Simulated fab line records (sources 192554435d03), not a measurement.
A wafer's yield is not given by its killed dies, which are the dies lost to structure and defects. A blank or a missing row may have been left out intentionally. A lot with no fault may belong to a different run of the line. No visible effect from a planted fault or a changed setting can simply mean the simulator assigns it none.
fab line records	flow n5-finfet
[record] lots = 9	wafers = 27	last-day = 17
route steps=1938 shown SDB@359 HKMG_FIN@386 BEOL_M4@1111
lots that met no fault: taken from a fault-free run of the same line
start-h: start of the lot's first displayed wafer, in hours after the record's first day	wait-h: how many hours have passed since the lot's step before this one	" unchanged from the row above	L1.1+2: several wafers, shown together as one row	- either no value or no given start	* or withheld: withheld	< > ~ a bound
route shown NAME@n: NAME is a module with steps in the file, n the number in the route of the first one	usual: average and standard deviation across the fault-free wafers	same: alike in all rows	chamber/n: place in a boat	sites: per-site readings	_std_site: the values' standard deviation	_edge_site: the outer-site mean with the inner-site mean subtracted	radius-mm: for every site, how far away it sits from the centre of the wafer	mask NAME#n: copy n	behind: the tool/chamber that last shaped the wafer	hold: why the lot was held/for how many hours/how that ended	device: names the non-switching transistor (n, p or np)	end of line: the tests these same wafers got at the end of their route	where a step has no rows: the recipe by itself	killed: not the wafer's yield, but the dies lost to structure and defects at the first sort	map: dies across one wafer; x = killed, . = not, _ = none there
set.NAME: the setting that was run; set.NAME@STEP: the one run at that earlier step	model.NAME: the simulator's own value behind a step, which no gauge read
steps of the route over a sample of lots; a table a step, a row a wafer
services: from which hour (start-h, from the record's first day; less than 0 if before it) a tool's chamber was out of use, for how many hours, and why
[[steps]]
[step N5_SDB_DESCUM_16]
[recipe] chemistry = O2	time-s = 7.9	source-power-w = 50	bias-power-w = 20	pressure-mtorr = 20	rf-frequency-hz = 2.712e+07	temp-c = 40	resist = CAR-ArF	o2-flow-sccm = 225
[usual] drypump-motor-current-A = 5.7/0.46	oes-product-au = 0.80/0.093	rf-vpp-V = 243.7/1.5	showerhead-plenum-p-Torr = 2.12/0.087	throttle-valve-pct = 20.40/0.23
lot.wafer	tool	chamber	start-h	wait-h	drypump-motor-current-A	oes-product-au	rf-hours-counter-h	rf-vpp-V	showerhead-plenum-p-Torr	throttle-valve-pct
L874.1	rie-diel-04	0	78.06	0.6	5.5	0.96	3	245.9	2.23	20.33
L874.2	"	3	"	"	5.0	0.74	167	242.3	2.00	20.43
L874.4	"	0	"	"	5.6	0.97	-	246.6	2.23	20.32
L882.2	rie-diel-01	0	129.98	0.0	6.5	0.87	51	243.0	2.17	20.42
L882.4	"	1	"	"	5.8	0.73	178	241.5	2.01	20.43
L882.5	"	0	"	"	6.5	0.87	-	243.0	2.17	20.43
L883.1	rie-diel-03	0	134.92	0.0	6.3	0.74	163	244.6	2.18	20.71
L883.3	"	3	"	"	5.6	0.71	186	243.5	2.13	20.64
L883.5	"	0	"	"	6.3	0.74	-	245.2	2.18	20.71
L884.1	rie-diel-03	2	141.53	0.7	6.0	0.79	132	241.9	2.00	20.31
L884.4	"	3	"	"	5.6	0.71	189	244.4	2.13	20.63
L884.5	"	0	"	"	6.3	0.74	-	244.4	2.18	20.73
L887.3	rie-diel-01	0	158.06	0.0	6.6	0.84	62	243.8	2.16	20.44
L887.4	"	1	"	"	5.8	0.71	189	241.4	2.00	20.46
L887.6	"	3	"	"	5.7	0.73	-	243.8	2.14	20.24
L888.4	rie-diel-01	2	161.11	0.1	5.0	0.99	3	245.9	2.22	20.37
L888.5	"	3	"	"	5.7	0.73	-	244.9	2.14	20.24
L888.6	"	2	"	"	5.0	1.00	-	245.1	2.22	20.37
L889.2	rie-diel-04	2	166.67	0.0	5.1	0.83	60	244.7	2.17	19.98
L889.3	"	3	"	"	5.0	0.72	199	242.2	1.99	20.49
L889.5	"	3	"	"	5.0	0.71	-	241.2	1.99	20.48
L894.2	rie-diel-03	1	198.11	1.2	5.2	0.88	59	244.7	2.21	20.08
L894.4	"	0	"	"	6.3	0.71	-	243.5	2.17	20.76
L894.6	"	1	"	"	5.2	0.88	-	245.0	2.21	20.05
L895.2	rie-diel-03	0	204.12	0.3	6.3	0.71	195	243.6	2.17	20.76
L895.3	"	2	"	"	6.0	0.76	162	242.6	1.99	20.37
L895.4	"	3	"	"	5.6	0.68	214	245.5	2.12	20.67
[step N5_SDB_CUT_ETCH_26]
[recipe] chemistry = HBr/Cl2/O2	target = Si	target-depth-a = 1296	bt-time-s = 20	mask-material = SiNx	time-s = 51.8	ion-energy-ev = *	bias-w = *	pressure-mtorr = 10	icp-w = 800	HBr_flow_sccm = 150	Cl2_flow_sccm = 80	O2_flow_sccm = 12
[usual] drypump-motor-current-A = 5.8/0.46	mfc-cl2-sccm = 80.00/0.25	oes-product-au = 1.002/0.017	throttle-valve-pct = 37.3/0.31
[same] bt-time-s = 20
lot.wafer	tool	chamber	start-h	wait-h	drypump-motor-current-A	mfc-cl2-sccm	oes-product-au	rf-hours-counter-h	throttle-valve-pct
L874.1	rie-si-01	2	79.08	0.1	5.4	79.84	1.012	80	37.2
L874.2	"	0	"	"	6.0	80.02	0.989	159	37.2
L874.4	"	3	"	"	5.3	80.30	1.008	86	37.1
L882.2	rie-si-02	0	130.59	0.1	6.4	80.55	1.001	85	37.6
L882.4	"	3	"	"	5.9	80.12	1.009	75	37.4
L882.5	"	1	"	"	6.3	80.08	1.020	-	37.5
L883.1	rie-si-01	1	135.53	0.1	6.3	80.09	1.002	66	37.0
L883.3	"	3	"	"	5.3	80.65	1.011	87	37.2
L883.5	"	1	"	"	6.3	80.16	1.006	-	37.0
L884.1	rie-si-02	2	142.25	0.1	6.0	79.93	0.984	9	36.8
L884.4	"	0	"	"	6.4	79.72	1.000	85	37.6
L884.5	"	1	"	"	6.3	80.21	1.024	-	37.4
L887.3	rie-si-01	1	158.67	0.1	6.3	79.68	1.004	67	37.0
L887.4	"	2	"	"	5.4	79.40	1.014	81	37.2
L887.6	"	3	"	"	5.3	80.02	1.016	-	37.1
L888.4	rie-si-01	0	161.72	0.1	6.0	79.95	0.975	160	37.2
L888.5	"	0	"	"	6.1	79.59	0.977	-	37.2
L888.6	"	1	"	"	6.3	79.48	1.009	-	37.0
L889.2	rie-si-01	2	167.83	0.1	5.3	80.19	1.015	81	37.2
L889.3	"	3	"	"	5.3	79.80	1.002	88	37.2
L889.5	"	1	"	"	6.3	80.27	1.001	-	37.0
L894.2	rie-si-02	1	199.59	0.1	6.3	79.90	1.016	96	37.5
L894.4	"	0	"	"	6.4	80.22	1.015	86	37.6
L894.6	"	1	"	"	6.3	79.75	1.010	-	37.5
L895.2	rie-si-02	0	205.38	0.1	6.4	80.44	1.004	86	37.6
L895.3	"	1	"	"	6.2	79.96	1.020	96	37.5
L895.4	"	2	"	"	6.0	80.05	0.989	10	36.8
[step N5_SDB_INSPECT_36]
[recipe] inspect-instrument = darkfield	mode = post-cmp
[usual] raw-defect-count = 38/19
lot.wafer	tool	chamber	start-h	wait-h	raw-defect-count
L874.1	defect-inspect-01	-	82.55	0.0	48
L874.2	"	-	"	"	33
L874.4	"	-	"	"	41
L882.2	defect-inspect-01	-	133.83	0.0	60
L882.4	"	-	"	"	59
L882.5	"	-	"	"	63
L883.1	defect-inspect-02	-	139.29	0.0	52
L883.3	"	-	"	"	37
L883.5	"	-	"	"	37
L884.1	defect-inspect-02	-	145.48	0.0	46
L884.4	"	-	"	"	52
L884.5	"	-	"	"	59
L887.3	defect-inspect-01	-	161.91	0.0	16
L887.4	"	-	"	"	32
L887.6	"	-	"	"	37
L888.4	defect-inspect-02	-	165.25	0.0	32
L888.5	"	-	"	"	20
L888.6	"	-	"	"	22
L889.2	defect-inspect-01	-	171.07	0.0	23
L889.3	"	-	"	"	72
L889.5	"	-	"	"	43
L894.2	defect-inspect-02	-	202.83	0.0	22
L894.4	"	-	"	"	29
L894.6	"	-	"	"	38
L895.2	defect-inspect-01	-	208.62	0.0	45
L895.3	"	-	"	"	39
L895.4	"	-	"	"	35
[step N5_HKMG_FIN_HK_ALD_01]
[recipe] material = HfO2	target-thk-a = 16	temp-c = withheld	ald-precursor-family = HfCl4	ald-co-reactant = H2O	pulse-time-s = 3	purge-time-s = 3	co-reactant-purge-time-s = 2.5	co-reactant-pulse-time-s = 0.3	ald-cycles = 30
[usual] ald-cycles = 30/0	precursor-pulse-height-rel = 0.998/0.021
[same] co-reactant-purge-time-s = 2.5	pulse-time-s = 3
lot.wafer	tool	chamber	start-h	wait-h	ald-cycles	precursor-pulse-height-rel
L874.1	ald-hk-03	0	83.15	0.0	30	1.005
L874.2	"	1	"	"	30	0.972
L874.4	"	2	"	"	30	1.045
L882.2	ald-hk-03	3	134.42	0.0	30	1.031
L882.4	"	1	"	"	30	1.017
L882.5	"	1	"	"	30	0.966
L883.1	ald-hk-03	0	139.88	0.0	30	1.010
L883.3	"	1	"	"	30	1.024
L883.5	"	3	"	"	30	1.008
L884.1	ald-hk-03	0	146.08	0.0	30	1.000
L884.4	"	2	"	"	30	0.981
L884.5	"	0	"	"	30	0.968
L887.3	ald-hk-03	3	162.50	0.0	30	1.003
L887.4	"	1	"	"	28	0.971
L887.6	"	3	"	"	28	0.987
L888.4	ald-hk-03	1	165.84	0.0	28	1.013
L888.5	"	0	"	"	30	1.026
L888.6	"	1	"	"	28	0.987
L889.2	ald-hk-02	1	171.65	0.0	30	0.967
L889.3	"	3	"	"	30	0.999
L889.5	"	2	"	"	30	1.016
L894.2	ald-hk-01	2	203.41	0.0	30	0.988
L894.4	"	1	"	"	30	1.012
L894.6	"	3	"	"	30	1.014
L895.2	ald-hk-01	0	209.20	0.0	30	1.030
L895.3	"	2	"	"	30	0.988
L895.4	"	1	"	"	30	0.976
[step N5_HKMG_FIN_THK_MEAS_70]
[recipe] thk-meas-gauge = xrf	reads = HfO2_of_HKMG_FIN_HK_ALD_01
[usual] HK_THK = 1.599/0.022
lot.wafer	tool	chamber	start-h	wait-h	HK_THK[nm]
L874.1	film-metro-02	-	86.47	0.2	1.616
L874.2	"	-	"	"	1.590
L874.4	"	-	"	"	1.632
L882.2	film-metro-02	-	137.92	0.2	1.621
L882.4	"	-	"	"	1.592
L882.5	"	-	"	"	1.561
L883.1	film-metro-01	-	143.82	0.2	1.601
L883.3	"	-	"	"	1.589
L883.5	"	-	"	"	1.577
L884.1	film-metro-01	-	149.42	0.2	1.605
L884.4	"	-	"	"	1.612
L884.5	"	-	"	"	1.602
L887.3	film-metro-02	-	166.31	0.2	1.576
L887.4	"	-	"	"	1.506
L887.6	"	-	"	"	1.519
L888.4	film-metro-01	-	169.83	0.0	1.508
L888.5	"	-	"	"	1.625
L888.6	"	-	"	"	1.490
L889.2	film-metro-01	-	175.14	0.2	1.583
L889.3	"	-	"	"	1.591
L889.5	"	-	"	"	1.601
L894.2	film-metro-02	-	207.71	0.2	1.579
L894.4	"	-	"	"	1.573
L894.6	"	-	"	"	1.583
L895.2	film-metro-02	-	213.27	0.2	1.608
L895.3	"	-	"	"	1.560
L895.4	"	-	"	"	1.539
[step N5_BEOL_M4_RC_MEAS_101]
[usual] DIBL_N = 36.7/2.4	DIBL_P = 37.4/2.9	IGATE_N = 0.0128/0.0024	IGATE_P = 0.0038/0.00073	IOFF_N = 0.18/0.05	IOFF_P = 0.23/0.058	ION_N = 683/16	ION_P = 467/11	SS_N = 71.7/0.77	SS_P = 73.5/0.87	VT_N = 249/4.3	VT_P = -250/4.4
lot.wafer	tool	chamber	start-h	wait-h	DIBL_N[mV/V]	DIBL_P[mV/V]	IGATE_N[nA/um]	IGATE_P[nA/um]	IOFF_N[nA/um]	IOFF_P[nA/um]	ION_N[uA/um]	ION_P[uA/um]	SS_N[mV/dec]	SS_P[mV/dec]	VT_N[mV]	VT_P[mV]
L874.1	prober-01	0	173.25	0.0	40.3	40.8	0.0115	0.0034	0.21	0.26	705	477	72.5	74.6	248	-248
L874.2	"	0	"	"	39.0	38.0	0.0152	0.0044	0.17	0.21	685	461	72.2	73.5	250	-254
L874.4	"	0	"	"	38.0	38.5	0.0104	0.0031	0.17	0.23	665	456	71.6	73.4	250	-252
L882.2	prober-01	0	224.37	0.2	41.1	42.0	0.0171	0.0052	0.25	0.24	699	458	73.2	74.5	246	-251
L882.4	"	0	"	"	33.5	33.5	0.0144	0.0043	0.11	0.13	681	466	70.7	72.6	253	-259
L882.5	"	0	"	"	36.9	37.0	0.0168	0.0050	0.16	0.17	680	450	72.0	73.5	250	-256
L883.1	prober-01	0	227.73	0.0	37.4	38.8	0.0100	0.0029	0.19	0.24	682	463	72.1	73.5	248	-250
L883.3	"	0	"	"	36.5	35.5	0.0139	0.0041	0.15	0.18	667	448	71.5	71.9	251	-253
L883.5	"	0	"	"	38.0	38.7	0.0152	0.0045	0.19	0.24	697	475	72.1	73.1	245	-249
L884.1	prober-02	0	235.22	0.0	34.1	33.5	0.0128	0.0037	0.12	0.18	677	468	69.9	72.7	252	-252
L884.4	"	0	"	"	34.8	34.8	0.0124	0.0035	0.13	0.19	684	477	71.2	73.0	252	-249
L884.5	"	0	"	"	35.5	36.5	0.0131	0.0038	0.16	0.23	711	484	70.5	73.3	246	-246
L887.3	prober-01	0	251.78	0.3	35.1	35.5	0.0157	0.0047	0.17	0.21	667	459	71.8	73.4	250	-249
L887.4	"	0	"	"	35.0	34.6	0.0260	0.0079	0.16	0.19	665	453	71.5	72.2	251	-251
L887.6	"	0	"	"	35.5	36.7	0.0283	0.0085	0.17	0.21	675	463	72.3	73.3	251	-250
L888.4	prober-01	0	259.35	0.5	38.7	40.9	0.0239	0.0071	0.20	0.28	696	476	72.0	74.2	249	-246
L888.5	"	0	"	"	36.9	37.3	0.0080	0.0024	0.16	0.22	668	459	71.3	72.6	250	-251
L888.6	"	0	"	"	36.0	36.7	0.0239	0.0071	0.13	0.20	668	458	71.2	73.0	253	-254
L889.2	prober-02	0	260.05	0.2	34.8	37.0	0.0102	0.0031	0.14	0.21	662	461	71.4	73.7	254	-249
L889.3	"	0	"	"	32.5	34.5	0.0117	0.0036	0.11	0.17	665	463	70.2	72.6	258	-253
L889.5	"	0	"	"	34.2	36.5	0.0113	0.0034	0.13	0.19	658	460	70.7	73.0	255	-252
L895.2	prober-02	0	300.90	0.2	36.6	38.0	0.0157	0.0046	0.18	0.20	698	473	71.7	73.0	247	-252
L895.3	"	0	"	"	37.9	38.7	0.0155	0.0045	0.18	0.21	673	456	71.9	73.6	249	-252
L895.4	"	0	"	"	37.5	39.5	0.0160	0.0047	0.22	0.24	697	466	72.2	73.6	243	-249
L894.2	prober-02	0	304.06	0.2	37.8	37.7	0.0145	0.0044	0.18	0.20	684	457	71.9	74.1	248	-254
L894.4	"	0	"	"	34.3	34.0	0.0149	0.0045	0.11	0.15	670	468	71.0	72.7	254	-258
L894.6	"	0	"	"	33.2	33.0	0.0165	0.0050	0.10	0.14	668	462	70.1	72.2	257	-260
[[services]]
tool	chamber	start-h	hours	kind
rie-diel-04	1	71.81	-	clean
rie-diel-04	1	71.81	-	consumable-replace:focus-ring
rie-diel-04	1	71.81	14.5	scheduled-down
rie-diel-04	1	71.81	14.5	vent-cycle
rie-diel-01	1	119.12	7.1	repair
rie-diel-01	2	133.21	-	clean
rie-diel-01	2	133.21	-	consumable-replace:focus-ring
rie-diel-01	2	133.21	-	consumable-replace:showerhead
rie-diel-01	2	133.21	16.2	scheduled-down
rie-diel-01	2	133.21	16.2	vent-cycle
ald-hk-03	-	143.96	0.3	repair
rie-diel-03	0	159.33	1.3	repair
ald-hk-02	-	168.39	1.9	repair
rie-diel-04	-	180.48	69.8	repair
rie-diel-03	1	185.26	8.8	repair
rie-si-01	-	185.43	5.4	repair
rie-si-02	2	193.02	2.7	repair
rie-diel-03	3	194.43	6.1	repair
[[key]]
[first-sign] step = N5_HKMG_FIN_HK_ALD_01	reading = ald-cycles	direction = down	sigmas = 99+	usual = *	struck = *
[effect] step = N5_HKMG_FIN_THK_MEAS_70	reading = HK_THK	direction = down	sigmas = 4.3	usual = 1.599	struck = 1.506
[effect] step = N5_BEOL_M4_RC_MEAS_101	reading = IGATE_N	direction = up	sigmas = 5.3	usual = 0.0128	struck = 0.0256
[effect] step = N5_BEOL_M4_RC_MEAS_101	reading = IGATE_P	direction = up	sigmas = 5.3	usual = 0.0038	struck = 0.0077
met-at N5_HKMG_FIN_HK_ALD_01
struck-lots L887,L888
struck-wafers L887.4,L887.6,L888.4,L888.6
not-acting-at N5_SDB_DESCUM_16,N5_SDB_CUT_ETCH_26,N5_SDB_INSPECT_36
onset-between 146.08 162.50
[fault] kind = process-parameter-drift	tool = ald-hk-03	chamber = -	onset-h = 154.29	steps = N5_HKMG_FIN_HK_ALD_01	channel = ald-cycles	offset = *	shape = step	end-h = 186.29	scope = struck-wafers-only	acts-in = *	stated = *
